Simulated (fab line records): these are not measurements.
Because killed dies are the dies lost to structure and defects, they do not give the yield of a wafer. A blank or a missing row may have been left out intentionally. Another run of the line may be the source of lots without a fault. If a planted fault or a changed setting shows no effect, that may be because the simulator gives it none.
fab line records ; flow n5_finfet ; part 2 of 2: steps 21 to 26 of 26
[record] lots = 5; wafers = 15; last_day = 18
route steps=1938 shown BEOL_M5@1191 BEOL_M6@1194
lots with no fault: from the same line, run without faults
start_h: hours from the record's first day to the start of the lot's first wafer shown ; wait_h: hours elapsed since this lot's preceding step ; " same as the row above ; L1.1+2: several wafers, shown together as one row ; - either no value or no given start ; * or withheld: withheld ; < > ~ a bound
route shown NAME@n: names a module that has steps shown in the file, with the first one's number in the route ; usual: mean/standard deviation taken from wafers without a fault ; same: alike in all rows ; chamber/n: place in a boat ; sites: each site's reading ; _std_site: the standard deviation of these ; _edge_site: inner sites' mean taken away from outer sites' mean ; radius_mm: for every site, how far away it sits from the centre of the wafer ; mask NAME#n: copy n ; behind: the most recent tool/chamber to have shaped the wafer ; hold: why the lot went on hold/how many hours it stayed there/how the hold came to an end ; device: transistor that didn't switch, given as n, p or np ; end of line: the route-end tests of the same wafers ; a step with no rows: only its recipe ; killed: dies lost to structure and defects at the first sort, not the wafer's yield ; map: a wafer's dies, marking killed ones x, the rest . and places with no die _
set.NAME: the setting as run; set.NAME@STEP: as run at that earlier step ; model.NAME: the simulator's own value behind a step, which no gauge read
lots seen at some steps along the route; tables by step, rows by wafer
services: a tool's chamber out of use, with start hour (start_h, from the record's first day; less than 0 if before it), hours out, and reason
[[steps]]
[step N5_BEOL_M6_ETCH_61]
[recipe] chemistry = CF4; target = SiARC; target_depth_a = 455; mask_material = CAR-ArF; time_s = 75.8; ion_energy_ev = 80; pressure_mtorr = 40; source_w = 545; bias_w = 36; Ar_flow_sccm = 100; cf4_flow_sccm = 100; ends = cleared
[usual] drypump_motor_current_A = 5.7/0.55; etch_rf_on_time_s = 75.5/2; mfc_ar_sccm = 100.02/0.3; oes_product_au = 0.73/0.068; rf_fwd_power_W = 539.8/2.5; rf_vpp_V = 184.0/1.1; showerhead_plenum_p_Torr = 2.13/0.061; throttle_valve_pct = 15.50/0.23
lot.wafer;tool;chamber;start_h;wait_h;drypump_motor_current_A;etch_rf_on_time_s;mfc_ar_sccm;oes_product_au;rf_fwd_power_W;rf_hours_counter_h;rf_vpp_V;showerhead_plenum_p_Torr;throttle_valve_pct
L077.1;rie_diel-01;1;200.44;0.0;6.7;74.4;100.39;0.79;537.7;13;184.0;2.10;15.57
L077.3;rie_diel-01;0;200.44;0.0;6.0;78.6;100.17;0.65;538.9;131;183.0;2.15;15.62
L077.4;rie_diel-01;2;200.44;0.0;5.2;74.5;100.21;0.83;542.0;7;184.2;2.10;15.09
L081.2;rie_diel-06;0;232.35;0.0;5.5;74.1;100.13;0.79;540.5;23;185.0;2.26;15.37
L081.3;rie_diel-06;1;232.35;0.0;4.9;76.5;100.28;0.66;538.2;140;183.1;2.15;15.43
L081.5;rie_diel-06;2;232.35;0.0;5.5;75.3;99.67;0.72;537.9;-;182.6;2.16;15.82
L082.3;rie_diel-02;3;239.50;0.0;6.6;76.4;100.04;0.58;543.8;232;182.6;2.03;15.51
L082.4;rie_diel-02;3;239.50;0.0;6.5;76.1;100.34;0.58;543.5;-;181.7;2.03;15.52
L082.6;rie_diel-02;0;239.50;0.0;5.6;76.1;99.95;0.61;541.8;-;181.9;2.03;15.73
L090.2;rie_diel-01;3;290.83;0.0;6.1;74.1;100.31;0.73;540.1;52;182.3;2.10;15.67
L090.5;rie_diel-01;3;290.83;0.0;6.1;74.0;99.93;0.72;539.4;-;183.9;2.10;15.66
L090.6;rie_diel-01;2;290.83;0.0;5.1;75.2;100.03;0.77;543.7;-;184.2;2.09;15.15
L097.2;rie_diel-01;1;359.20;0.0;6.7;73.8;99.49;0.72;536.6;71;183.0;2.08;15.69
L097.3;rie_diel-01;0;359.20;0.0;6.0;78.2;99.79;0.61;540.7;184;184.3;2.14;15.72
L097.4;rie_diel-01;2;359.20;0.0;5.1;73.6;99.59;0.75;539.7;65;182.6;2.09;15.21
[step N5_BEOL_M6_ETCH_62]
[recipe] chemistry = N2/H2; target = SOC; target_depth_a = 1100; overetch_a = 220; mask_material = SiARC; temp_c = 40; time_s = 165; ion_energy_ev = 200; pressure_mtorr = 30; source_w = 840; bias_w = 150; n2_flow_sccm = 200; h2_flow_sccm = 200
[usual] drypump_motor_current_A = 5.7/0.55; oes_product_au = 0.72/0.06; rf_fwd_power_W = 837.0/2.4; rf_vpp_V = 523.3/2.2; showerhead_plenum_p_Torr = 2.53/0.079; throttle_valve_pct = 17.72/0.21
lot.wafer;tool;chamber;start_h;wait_h;drypump_motor_current_A;oes_product_au;rf_fwd_power_W;rf_hours_counter_h;rf_vpp_V;showerhead_plenum_p_Torr;throttle_valve_pct
L077.1;rie_diel-01;1;200.49;0.0;6.7;0.78;834.3;14;523.3;2.49;17.83
L077.3;rie_diel-01;0;200.49;0.0;6.0;0.66;835.7;131;523.0;2.54;17.76
L077.4;rie_diel-01;2;200.49;0.0;5.2;0.82;837.4;7;522.0;2.49;17.34
L081.2;rie_diel-06;0;232.40;0.0;5.5;0.78;836.3;23;528.1;2.71;17.76
L081.3;rie_diel-06;1;232.40;0.0;4.9;0.67;840.0;140;523.6;2.54;17.61
L081.5;rie_diel-06;2;232.40;0.0;5.5;0.70;837.1;-;525.0;2.58;18.02
L082.3;rie_diel-02;3;239.56;0.0;6.5;0.58;834.2;232;519.2;2.43;17.87
L082.4;rie_diel-02;3;239.56;0.0;6.5;0.57;835.4;-;520.1;2.43;17.86
L082.6;rie_diel-02;0;239.56;0.0;5.6;0.60;837.4;-;518.9;2.41;18.05
L090.2;rie_diel-01;3;290.88;0.0;6.1;0.71;837.7;53;521.5;2.48;17.77
L090.5;rie_diel-01;3;290.88;0.0;6.1;0.72;835.6;-;522.2;2.48;17.78
L090.6;rie_diel-01;2;290.88;0.0;5.1;0.75;836.5;-;523.0;2.48;17.40
L097.2;rie_diel-01;1;359.26;0.0;6.7;0.70;831.7;71;521.8;2.47;17.93
L097.3;rie_diel-01;0;359.26;0.0;6.0;0.63;837.1;184;524.5;2.52;17.85
L097.4;rie_diel-01;2;359.26;0.0;5.1;0.72;836.4;65;522.0;2.47;17.45
[step N5_BEOL_M6_STRIP_68]
[recipe] chemistry = N2/H2; temp_c = 40; n2_flow_sccm = 200; h2_flow_sccm = 200; rf_frequency_hz = 6e+07
lot.wafer;tool;chamber;start_h;wait_h
L077.1+3+4;rie_diel-01;1,0,2;200.63;0.1
L081.2+3+5;rie_diel-06;0,1,2;232.54;0.1
L082.3+4+6;rie_diel-02;3,3,0;239.69;0.1
L090.2+5+6;rie_diel-01;3,3,2;291.02;0.1
L097.2+3+4;rie_diel-01;1,0,2;359.39;0.1
[step N5_BEOL_M6_STRIP_67]
[recipe] chemistry = CF4; resist = SiARC; power_w = 300; bias_power_w = 75; pressure_mtorr = 50; cf4_flow_sccm = 150; rf_frequency_hz = 6e+07
[usual] drypump_motor_current_A = 5.7/0.55; oes_product_au = 0.85/0.072; power_w = 300.0/0.88; rf_vpp_V = 270.7/1.5; showerhead_plenum_p_Torr = 1.79/0.048; throttle_valve_pct = 13.46/0.23
lot.wafer;tool;chamber;start_h;wait_h;drypump_motor_current_A;oes_product_au;power_w;rf_hours_counter_h;rf_vpp_V;showerhead_plenum_p_Torr;throttle_valve_pct
L077.1;rie_diel-01;1;200.64;0.0;6.7;0.93;298.2;14;269.1;1.76;13.52
L077.3;rie_diel-01;0;200.64;0.0;6.0;0.77;301.0;131;270.5;1.80;13.57
L077.4;rie_diel-01;2;200.64;0.0;5.1;0.96;298.9;7;270.0;1.77;13.07
L081.2;rie_diel-06;0;232.55;0.0;5.5;0.91;300.8;23;273.0;1.89;13.29
L081.3;rie_diel-06;1;232.55;0.0;4.9;0.78;298.4;140;271.3;1.80;13.42
L081.5;rie_diel-06;2;232.55;0.0;5.5;0.83;300.4;-;271.0;1.81;13.77
L082.3;rie_diel-02;3;239.70;0.0;6.5;0.67;300.4;232;268.3;1.71;13.59
L082.4;rie_diel-02;3;239.70;0.0;6.5;0.68;301.0;-;267.9;1.71;13.58
L082.6;rie_diel-02;0;239.70;0.0;5.6;0.71;299.8;-;269.9;1.71;13.77
L090.2;rie_diel-01;3;291.03;0.0;6.0;0.84;300.6;53;270.4;1.76;13.60
L090.5;rie_diel-01;3;291.03;0.0;6.1;0.85;300.2;-;271.1;1.76;13.59
L090.6;rie_diel-01;2;291.03;0.0;5.1;0.89;298.6;-;271.1;1.76;13.15
L097.2;rie_diel-01;1;359.40;0.0;6.7;0.84;300.5;71;269.7;1.75;13.65
L097.3;rie_diel-01;0;359.40;0.0;6.0;0.74;300.0;184;270.4;1.78;13.69
L097.4;rie_diel-01;2;359.40;0.0;5.1;0.86;301.1;65;268.9;1.75;13.19
[step N5_BEOL_M6_HM_OPEN_17]
[recipe] chemistry = Cl2/BCl3; target_depth_a = 200; overetch_a = 60; target = TiN; mask_material = SOC; ion_energy_ev = 150; pressure_mtorr = 10; icp_w = 1000; bias_w = 126; Cl2_flow_sccm = 53.25; bcl3_flow_sccm = 21.75; Ar_flow_sccm = 25
[usual] drypump_motor_current_A = 5.8/0.37; mfc_ar_sccm = 25.02/0.076; oes_ar_750_au = 0.79/0.083; oes_product_au = 0.67/0.09; rf_fwd_power_W = 993/3; throttle_valve_pct = 22.16/0.17
lot.wafer;tool;chamber;start_h;wait_h;drypump_motor_current_A;mfc_ar_sccm;oes_ar_750_au;oes_product_au;rf_fwd_power_W;rf_hours_counter_h;throttle_valve_pct
L077.1;rie_metal-02;1;200.68;0.0;5.3;25.10;0.83;0.71;998;18;22.36
L077.3;rie_metal-02;0;200.68;0.0;5.8;25.11;0.71;0.59;990;-;21.97
L077.4;rie_metal-02;1;200.68;0.0;5.3;25.03;0.83;0.72;995;-;22.35
L081.2;rie_metal-01;1;232.62;0.1;6.3;24.93;0.69;0.56;994;-;22.04
L081.3;rie_metal-01;1;232.62;0.1;6.3;25.01;0.69;0.56;994;-;22.05
L081.5;rie_metal-01;1;232.62;0.1;6.3;24.96;0.70;0.56;998;-;22.03
L082.3;rie_metal-01;1;239.78;0.1;6.3;24.97;0.70;0.56;999;-;22.06
L082.4;rie_metal-01;0;239.78;0.1;5.4;24.95;0.96;0.82;994;-;21.87
L082.6;rie_metal-01;1;239.78;0.1;6.3;24.96;0.69;0.56;998;-;22.05
L090.2;rie_metal-03;1;291.10;0.1;5.7;24.97;0.86;0.76;996;-;22.25
L090.5;rie_metal-03;1;291.10;0.1;5.7;25.00;0.85;0.76;996;-;22.26
L090.6;rie_metal-03;1;291.10;0.1;5.8;24.98;0.86;0.76;987;-;22.26
L097.2;rie_metal-02;0;359.44;0.0;5.8;25.11;0.69;0.57;988;94;21.99
L097.3;rie_metal-02;0;359.44;0.0;5.8;25.12;0.69;0.57;991;-;21.99
L097.4;rie_metal-02;1;359.44;0.0;5.3;25.15;0.79;0.68;992;-;22.41
[step N5_BEOL_M6_STRIP_19]
[recipe] chemistry = O2; power_w = 400; temp_c = 40; pressure_mtorr = 30; rf_frequency_hz = 6e+07; bias_power_w = 0; overash_fraction = 0.2; o2_flow_sccm = 225
[usual] drypump_motor_current_A = 5.7/0.55; oes_product_au = 0.83/0.086; rf_vpp_V = 3.6/0.55; showerhead_plenum_p_Torr = 2.08/0.079; throttle_valve_pct = 16.58/0.22
lot.wafer;tool;chamber;start_h;wait_h;drypump_motor_current_A;oes_product_au;rf_hours_counter_h;rf_vpp_V;showerhead_plenum_p_Torr;throttle_valve_pct
L077.1;rie_diel-06;0;200.79;0.1;5.5;0.95;12;3.6;2.24;16.50
L077.3;rie_diel-06;3;200.79;0.1;5.3;0.91;24;3.8;2.06;16.30
L077.4;rie_diel-06;2;200.79;0.1;5.5;0.85;67;4.4;2.12;16.91
L081.2;rie_diel-01;2;232.82;0.2;5.1;0.93;17;3.2;2.06;16.20
L081.3;rie_diel-01;1;232.82;0.2;6.7;0.91;23;3.6;2.05;16.66
L081.5;rie_diel-01;3;232.82;0.2;6.1;0.88;-;4.1;2.07;16.76
L082.3;rie_diel-02;2;239.86;0.1;5.4;0.90;30;2.5;2.23;16.55
L082.4;rie_diel-02;0;239.86;0.1;5.6;0.70;-;4.5;1.99;16.83
L082.6;rie_diel-02;2;239.86;0.1;5.5;0.90;-;3.2;2.23;16.57
L090.2;rie_diel-06;3;291.27;0.1;5.3;0.86;55;3.5;2.05;16.34
L090.5;rie_diel-06;1;291.27;0.1;4.9;0.77;-;3.4;2.09;16.52
L090.6;rie_diel-06;0;291.27;0.1;5.5;0.88;-;3.8;2.23;16.58
L097.2;rie_diel-01;1;359.55;0.1;6.7;0.83;71;2.9;2.03;16.76
L097.3;rie_diel-01;3;359.55;0.1;6.1;0.82;78;3.2;2.05;16.84
L097.4;rie_diel-01;2;359.55;0.1;5.1;0.88;65;4.3;2.04;16.28
[[services]]
tool;chamber;start_h;hours;kind
arfi_scanner-02;-;178.61;2.3;repair
uv_cure-02;-;181.18;1.8;repair
uv_cure-01;-;182.23;10.5;repair
pecvd-04;0;185.10;15.7;repair
pecvd-02;-;193.63;1.1;repair
pecvd-03;-;200.41;0.4;repair
arfi_scanner-02;-;204.11;1.3;pm
pvd_sputter-02;-;207.32;1.6;repair
arfi_scanner-03;-;208.20;1.3;pm
arfi_scanner-03;-;209.50;1.0;pm
rie_diel-02;1;209.60;1.2;repair
rie_diel-06;2;212.80;6.6;repair
pecvd-03;0;214.70;6.0;repair
arfi_scanner-03;-;218.49;0.8;pm
pecvd-02;2;227.03;2.5;repair
pecvd-04;-;229.60;7.4;repair
rie_diel-01;0;231.78;6.0;repair
arfi_scanner-03;-;233.56;1.0;repair
arfi_scanner-02;-;254.03;5.2;repair
rie_diel-02;0;262.90;4.5;repair
pecvd-03;-;309.27;0.5;repair
rie_diel-06;0;323.70;2.2;repair
pecvd-02;-;326.81;1.8;repair
pecvd-03;-;358.62;2.8;repair
